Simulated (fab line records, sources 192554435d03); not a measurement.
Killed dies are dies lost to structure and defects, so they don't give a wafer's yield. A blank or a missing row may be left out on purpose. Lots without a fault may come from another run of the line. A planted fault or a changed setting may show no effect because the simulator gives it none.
Which tool did it? | flow n5_finfet | 24 lots, 72 wafers sampled, at 1 step of a route of 1938

WHAT THE GAUGES READ, wafer by wafer
N5_BEOL_M3_OCD_MEAS_38. Usual: trench_depth_nm 55.1 nm, standard deviation 1.5.
lot  | measured     | on     | trench_depth_nm (nm) | flag
L076 | day 7 10:34  | ocd-02 | 57.4 56.8 55.2       |
L074 | day 7 10:41  | ocd-01 | 53.6 54.9 53.7       |
L075 | day 7 14:14  | ocd-01 | 54.1 52.2 55.7       |
L077 | day 7 21:50  | ocd-02 | 54.5 53.7 53.7       |
L078 | day 8 05:28  | ocd-01 | 57.6 53.1 54.9       |
L079 | day 8 09:42  | ocd-02 | 56.5 55.9 55.6       |
L080 | day 8 20:22  | ocd-01 | 53.3 56.8 55.5       |
L081 | day 9 03:47  | ocd-01 | 53.1 56.5 53.2       |
L082 | day 9 04:52  | ocd-02 | 55.5 56.5 53.2       |
L083 | day 9 12:59  | ocd-02 | 56.0 55.7 56.0       |
L084 | day 9 17:48  | ocd-01 | 57.6 53.5 58.9       |
L085 | day 10 01:35 | ocd-01 | 57.1 54.6 54.8       |
L086 | day 10 11:09 | ocd-01 | 55.6 58.5 52.9       |
L087 | day 10 19:10 | ocd-02 | 55.6 54.0 54.9       |
L088 | day 10 19:12 | ocd-01 | 58.3 55.6 52.9       |
L089 | day 11 07:29 | ocd-01 | 53.7 56.1 56.1       |
L090 | day 11 11:07 | ocd-01 | 54.8 54.5 55.2       |
L091 | day 11 11:09 | ocd-01 | 56.7 53.3 57.5       |
L092 | day 12 00:17 | ocd-01 | 55.5 55.3 53.4       |
L093 | day 12 01:22 | ocd-02 | 53.9 55.6 54.3       |
L094 | day 12 06:02 | ocd-01 | 52.1 55.2 54.8       |
L095 | day 12 14:26 | ocd-02 | 54.2 55.6 54.5       |
L096 | day 12 23:52 | ocd-01 | 55.8 53.3 56.0       |
L097 | day 13 04:02 | ocd-01 | 56.5 56.0 54.7       |

WHICH TOOL RAN EACH LOT (tool, then ch and the chambers of the sampled wafers, then the start)
The record holds no process step before these readings.

WHAT THE TOOLS THEMSELVES READ (means of the sampled wafers that have a number; where no wafer has one, the mark that the record gives instead)
The record holds no such reading with a usual standard deviation.

THE ANSWER, worked out from the rows above alone
Rule: a lot is off if the mean of its wafers that have a number lies more than 3 standard deviations from the usual mean. A lot without any number at a reading at which 4 lots or more have one is off too. The other lots that the step has rows for count as sound. The gauges are gone through in route order, then the tools' own readings, and for those a lot's mean is taken as printed above. The first step at which some lot is off is used, and at that step the reading that is off furthest; a lot without a number counts as furthest.
No lot is off at any reading shown: from this, nothing can be told.

WHAT THE SIMULATOR HAD PUT IN
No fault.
